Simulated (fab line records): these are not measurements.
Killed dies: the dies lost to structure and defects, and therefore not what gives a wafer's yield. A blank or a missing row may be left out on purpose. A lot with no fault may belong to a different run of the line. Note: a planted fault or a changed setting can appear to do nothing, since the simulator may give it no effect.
Chamber matching -- flow n5-finfet -- 3 sister chambers for N5_BEOL_M4_CO_CAP_55 on cvd-co-01
The step material Co, precursor CCTBA/H2, target thk 2 nm, time 102.1 s. 6 wafers are shown with their chamber, then 12 later ones without.

== EACH WAFER AND ITS CHAMBER ==
wafer,chamber,heater-power-w (W)
L083.5,0,207
L088.2,1,245
L088.5,2,290
L090.1,0,211
L090.4,1,249
L090.5,2,287

== WAFERS MISSING THEIR CHAMBER ==
wafer,heater-power-w (W)
L089.1,284
L089.2,246
L089.5,208
L092.1,284
L092.3,249
L092.5,243
L093.3,245
L093.5,211
L093.6,289
L094.1,241
L094.2,217
L094.4,244

== WHICH CHAMBER EACH ONE RAN IN ==
wafer,from the rows above,in truth
L089.1,2,2
L089.2,1,1
L089.5,0,0
L092.1,2,2
L092.3,1,1
L092.5,1,1
L093.3,1,1
L093.5,0,0
L093.6,2,2
L094.1,1,1
L094.2,0,0
L094.4,1,1
Placed correctly: 12 of 12. Left unplaced by these rows: 0. Number placed wrongly: 0.
How it was worked out, from the rows above alone: a wafer's distance from a chamber is the root of the sum, over the readings, of the square of ((its reading less the chamber's mean) divided by the reading's scatter). The wafer belongs to the nearest chamber; if the next one is less than 2 further off, it can't be placed. The mean given for a chamber averages the wafers shown for that chamber. The scatter: the root of (the sum of the squares of (reading less its chamber's mean) over the shown wafers, divided by (wafers less chambers)).
